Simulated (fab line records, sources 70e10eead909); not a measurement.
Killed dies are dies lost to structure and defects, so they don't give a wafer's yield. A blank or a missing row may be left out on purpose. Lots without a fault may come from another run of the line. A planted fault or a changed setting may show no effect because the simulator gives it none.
fab line records | flow nand_harc
record lots=13 wafers=36 last_day=33
route steps=1302 shown P_ZERO_WELL@9 P_GATE@149
lots that met no fault: from a run of the same line without faults
start_h: hours from the record's first day to the start of the lot's first wafer shown | wait_h: hours since the lot's step before | " the same as in the row above | L1.1+2: a row that stands for several wafers | - no value, or no start given | * or withheld: withheld | < > ~ a bound
route shown NAME@n: a module of which the file shows steps, and the number in the route of the first | usual: mean/standard deviation of fault-free wafers | same: alike in all rows | chamber/n: place in a boat | sites: the reading at each site | _std_site: their standard deviation | _edge_site: outer sites' mean less inner sites' | radius_mm: how far each site lies from the wafer's centre | mask NAME#n: copy n | behind: the tool/chamber that last shaped the wafer | hold: why the lot was held/for how many hours/how that ended | device: the transistor (n, p or np) that didn't switch | end of line: the same wafers' tests at the end of the route | a step without rows: its recipe alone | killed: dies lost to structure and defects at the first sort, not the wafer's yield | map: a wafer's dies, x killed, . not, _ none there
set.NAME: the setting as run; set.NAME@STEP: as run at that earlier step | model.NAME: the simulator's own value behind a step, which no gauge read
steps of the route over a sample of lots; a table a step, a row a wafer
services: from which hour (start_h, from the record's first day; less than 0 if before it) a tool's chamber was out of use, for how many hours, and why
## steps
# step NHARC_P_ZERO_WELL_SOFTBAKE_06
# recipe temp_c=125 time_s=70
# usual heater_power_total_W=201.0/1.3
# columns lot.wafer tool chamber start_h wait_h heater_power_total_W
L241.2 litho_track-07 0 20 - 201.2
L241.4 " 0 " " 200.3
L241.6 " 0 " " 200.2
L242.1 litho_track-03 0 30 - 202.7
L242.5 " 0 " " 202.7
L242.6 " 0 " " 201.6
L244.2 litho_track-03 0 50 - 199.4
L244.3 " 0 " " 201.9
L244.4 " 0 " " 202.6
L245.1 litho_track-03 0 60 - 202.0
L245.2 " 0 " " 202.0
L245.6 " 0 " " 202.6
L246.1 litho_track-07 0 70 - 199.9
L246.2 " 0 " " 198.9
L246.6 " 0 " " 199.4
L254.1 litho_track-03 0 150 - 199.7
L254.2 " 0 " " 202.5
L254.3 " 0 " " 198.9
L255.4 litho_track-03 0 160 - 206.6
L255.5 " 0 " " 206.9
L256.6 litho_track-03 0 170 - 207.5
L258.1 litho_track-07 0 191 - 202.0
L258.4 " 0 " " 202.1
L258.5 " 0 " " 200.7
L259.2 litho_track-07 0 200 - 202.5
L259.3 " 0 " " 200.7
L259.4 " 0 " " 202.2
L260.2 litho_track-07 0 210 - 199.1
L260.4 " 0 " " 199.6
L260.6 " 0 " " 198.8
L262.1 litho_track-07 0 230 - 200.1
L262.4 " 0 " " 198.9
L262.6 " 0 " " 202.5
L264.2 litho_track-03 0 250 - 202.6
L264.4 " 0 " " 200.4
L264.6 " 0 " " 202.6
# step NHARC_P_ZERO_WELL_ETCH_62
# recipe target_depth_a=130 time_s=6.5 chf3_flow_sccm=50 ar_flow_sccm=200 rf_w=500 bias_w=200 chemistry=CHF3/Ar
# usual drypump_motor_current_A=5.8/0.61 oes_product_au=0.962/0.017 rf_vpp_V=369.3/1.8 showerhead_plenum_p_Torr=2.29/0.078 throttle_valve_pct=20.215/0.0092
# columns lot.wafer tool chamber start_h wait_h drypump_motor_current_A oes_product_au rf_hours_counter_h rf_vpp_V showerhead_plenum_p_Torr throttle_valve_pct
L241.4 rie_diel-06 2 - - 6.3 0.977 21 372.2 2.45 20.192
L241.2 " 3 " " 6.7 0.954 22 370.5 2.33 20.226
L241.6 " 1 " " 5.9 0.996 - 367.6 2.20 20.201
L242.1 rie_diel-04 2 - - 6.0 0.967 1 369.2 2.28 20.201
L242.5 " 0 " " 5.4 0.977 - 368.1 2.23 20.217
L242.6 " 1 " " 4.8 0.988 - 369.5 2.31 20.218
L244.3 rie_diel-06 2 - - 6.3 0.976 31 371.8 2.45 20.215
L244.2 " 3 " " 6.7 0.980 33 368.4 2.33 20.224
L244.4 " 1 " " 5.9 0.970 25 367.9 2.20 20.218
L245.2 rie_diel-07 2 - - 6.2 0.962 26 368.1 2.23 20.209
L245.1 " 0 " " 6.5 0.964 41 369.2 2.23 20.210
L245.6 " 2 " " 6.2 0.961 - 367.6 2.23 20.209
L246.2 rie_diel-04 1 - - 4.9 0.932 13 370.6 2.30 20.209
L246.1 " 2 " " 6.0 0.934 12 368.0 2.27 20.224
L246.6 " 1 " " 4.9 0.934 - 370.2 2.30 20.211
L254.2 rie_diel-06 1 - - 5.9 0.992 5 366.3 2.19 20.207
L254.3 " 2 " " 6.3 0.995 6 374.1 2.44 20.210
L254.1 " 3 " " 6.7 0.973 5 369.7 2.31 20.209
L255.4 rie_diel-06 1 - - 6.0 0.990 7 367.0 2.19 20.209
L255.5 " 2 " " 6.3 0.964 - 373.7 2.44 20.213
L256.6 rie_diel-04 2 - - 6.0 0.945 - 368.5 2.26 20.226
L258.1 rie_diel-06 1 - - 5.9 0.969 18 366.3 2.18 20.219
L258.4 " 2 " " 6.3 0.986 17 372.2 2.43 20.212
L258.5 " 0 " " 4.8 0.969 - 370.2 2.25 20.216
L259.4 rie_diel-07 0 - - 6.4 0.975 28 367.3 2.21 20.201
L259.2 " 1 " " 5.3 0.959 21 372.5 2.43 20.212
L259.3 " 3 " " 5.8 0.961 24 369.2 2.26 20.209
L260.4 rie_diel-06 0 - - 4.8 0.969 26 367.0 2.25 20.215
L260.2 " 2 " " 6.3 0.979 24 372.6 2.43 20.225
L260.6 " 0 " " 4.8 0.968 - 369.1 2.25 20.215
L262.4 rie_diel-06 2 - - 6.3 0.943 29 372.6 2.43 20.214
L262.1 " 3 " " 6.7 0.945 31 369.2 2.30 20.233
L262.6 " 3 " " 6.7 0.949 - 370.8 2.30 20.231
L264.2 rie_diel-04 2 - - 6.0 0.956 19 369.4 2.25 20.209
L264.4 " 3 " " 5.4 0.976 17 370.4 2.31 20.235
L264.6 " 0 " " 5.4 0.963 - 367.5 2.21 20.210
# step NHARC_P_GATE_ETCH_32
# recipe target_depth_a=1500 over_etch_frac=1 over_etch_ion_energy_ev=40 time_s=100.1 hbr_flow_sccm=150 cl2_flow_sccm=50 rf_w=400 icp_w=400 bias_w=100 chemistry=HBr/Cl2
# usual drypump_motor_current_A=5.7/0.48 oes_product_au=1.001/0.0082 throttle_valve_pct=26.405/0.0094
# same over_etch_frac=1
# columns lot.wafer tool chamber start_h wait_h drypump_motor_current_A oes_product_au rf_hours_counter_h throttle_valve_pct
L241.2 rie_si-01 0 102.94 - 5.2 1.009 0.5 26.417
L241.4 " 1 " " 5.9 0.993 0.6 26.390
L241.6 " 3 " " 5.7 1.005 - 26.391
L242.1 rie_si-02 1 111.57 - 6.6 1.006 0.0 26.405
L242.5 " 3 " " 5.8 1.018 - 26.403
L242.6 " 0 " " 5.2 0.995 - 26.417
L244.4 rie_si-02 1 127.53 - 6.6 1.011 0.1 26.398
L244.3 " 2 " " 4.9 1.000 0.1 26.416
L244.2 " 3 " " 5.8 1.014 0.2 26.413
L245.2 rie_si-03 1 140.18 - 6.2 0.996 0.5 26.390
L245.1 " 2 " " 5.9 1.000 0.5 26.426
L245.6 " 3 " " 5.7 1.010 - 26.391
L246.1 rie_si-03 2 153.39 - 5.9 1.001 0.6 26.415
L246.2 " 0 " " 5.4 0.989 0.6 26.399
L246.6 " 3 " " 5.7 1.002 - 26.409
L254.2 rie_si-02 3 228.44 - 5.8 1.001 0.8 26.396
L254.3 " 0 " " 5.2 0.994 0.9 26.413
L254.1 " 1 " " 6.6 1.000 0.8 26.405
L255.4 rie_si-02 1 243.14 - 6.7 1.001 0.8 26.402
L255.5 " 2 " " 4.9 0.992 - 26.413
L256.6 rie_si-01 3 243.54 - 5.7 1.002 - 26.405
L258.1 rie_si-01 1 270.42 - 5.9 0.997 0.5 26.417
L258.4 " 2 " " 6.1 1.005 0.4 26.404
L258.5 " 2 " " 6.1 1.008 - 26.400
L259.2 rie_si-02 2 271.13 - 4.9 1.021 1.1 26.394
L259.4 " 3 " " 5.8 1.005 1.1 26.408
L259.3 " 1 " " 6.6 1.010 1.0 26.404
L260.2 rie_si-02 3 286.63 - 5.8 1.003 0.0 26.408
L260.4 " 0 " " 5.2 1.000 0.0 26.409
L260.6 " 2 " " 4.9 0.994 - 26.409
L262.1 rie_si-03 3 303.89 - 5.6 1.003 0.4 26.407
L262.4 " 0 " " 5.4 1.008 0.3 26.406
L262.6 " 2 " " 5.8 1.011 - 26.406
L264.4 rie_si-01 2 331.26 - 6.1 1.002 0.9 26.396
L264.2 " 3 " " 5.7 1.005 0.6 26.412
L264.6 " 2 " " 6.1 1.012 - 26.417
# step NHARC_P_GATE_STRIP_111
# recipe power_w=1500 temp_c=110 time_s=250 chemistry=N2/H2
# usual drypump_motor_current_A=5.4/0.35 heater_power_w=86/7
# columns lot.wafer tool chamber start_h wait_h drypump_motor_current_A heater_power_w rf_hours_counter_h
L241.2 plasma_asher-01 1 114.66 0.2 5.8 78 24
L241.4 " 1 " " 5.8 76 -
L241.6 " 1 " " 5.8 79 -
L242.1 plasma_asher-02 1 123.69 0.2 5.5 89 33
L242.6 " 0 " " 5.6 87 -
L242.5 " 1 " " 5.5 88 -
L244.2 plasma_asher-01 1 141.51 0.2 5.8 76 29
L244.4 " 1 " " 5.8 78 -
L244.3 " 0 " " 4.8 81 -
L245.2 plasma_asher-02 1 152.03 0.2 5.5 95 3
L245.1 " 0 " " 5.6 92 3
L245.6 " 0 " " 5.6 89 -
L246.2 plasma_asher-02 1 167.25 0.2 5.5 94 6
L246.1 " 0 " " 5.6 89 6
L246.6 " 1 " " 5.5 94 -
L254.2 plasma_asher-01 0 240.31 0.2 4.8 75 13
L254.1 " 1 " " 5.8 78 13
L254.3 " 0 " " 4.8 76 -
L255.4 plasma_asher-02 1 255.03 0.2 5.5 95 -
L255.5 " 1 " " 5.5 95 -
L256.6 plasma_asher-01 1 255.55 0.2 5.8 80 -
L259.2 plasma_asher-01 0 283.03 0.2 4.8 75 23
L259.4 " 1 " " 5.8 80 -
L259.3 " 0 " " 4.8 76 -
L258.1 plasma_asher-02 0 284.45 0.2 5.6 91 33
L258.4 " 0 " " 5.6 89 -
L258.5 " 0 " " 5.6 89 -
L260.2 plasma_asher-01 1 298.34 0.2 5.8 82 25
L260.4 " 1 " " 5.8 80 -
L260.6 " 1 " " 5.8 81 -
L262.1 plasma_asher-01 0 315.62 0.2 4.8 76 29
L262.4 " 0 " " 4.8 74 -
L262.6 " 1 " " 5.8 78 -
L264.2 plasma_asher-02 0 343.09 0.2 5.6 92 4
L264.4 " 0 " " 5.6 93 -
L264.6 " 1 " " 5.5 92 -
## services
# columns tool chamber start_h hours kind
rie_si-01 - -2.89 0.3 repair
rie_diel-06 3 10.78 8.9 repair
rie_diel-04 - 13.78 9.0 pm
rie_si-01 - 16.00 9.0 pm
rie_diel-06 2 51.78 8.6 repair
rie_diel-06 1 59.78 8.3 repair
litho_track-07 - 76.00 7.0 pm
plasma_asher-01 - 86.13 3.1 repair
litho_track-03 - 100.00 7.0 pm
rie_si-02 - 100.00 9.0 pm
rie_diel-06 1 130.14 2.1 repair
rie_diel-06 - 130.21 9.0 pm
plasma_asher-02 - 130.93 9.0 pm
plasma_asher-01 - 165.19 9.0 pm
rie_diel-06 0 226.57 5.1 repair
litho_track-07 - 251.00 7.0 pm
rie_diel-06 1 257.40 3.1 repair
litho_track-03 - 275.00 7.0 pm
rie_si-02 - 277.00 9.0 pm
rie_diel-06 - 307.21 9.0 pm
plasma_asher-02 - 307.93 9.0 pm
rie_si-02 1 313.58 30.5 repair
plasma_asher-01 - 342.19 9.0 pm
rie_diel-06 - 342.90 1.0 repair
## key
first_sign step=NHARC_P_ZERO_WELL_SOFTBAKE_06 reading=heater_power_total_W direction=up sigmas=4.7 usual=* struck=*
effect none on later readings
met_at NHARC_P_ZERO_WELL_SOFTBAKE_06
struck_lots L255,L256
tester_left_out L255,L256
not_acting_at NHARC_P_ZERO_WELL_ETCH_62,NHARC_P_GATE_ETCH_32,NHARC_P_GATE_STRIP_111
onset_between 150 160
fault kind=process_parameter_drift tool=litho_track-03 chamber=- onset_h=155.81 steps=NHARC_P_ZERO_WELL_SOFTBAKE_06 channel=time_s offset=* shape=step end_h=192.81 acts_in=* stated=*
# tester_left_out: of these lots the tester's yield and bins aren't shown, on N5 and GAA mostly nor the transistor test; their killed dies are dies lost to structure and defects alone, not to doping, threshold or leakage, so they don't give the yield
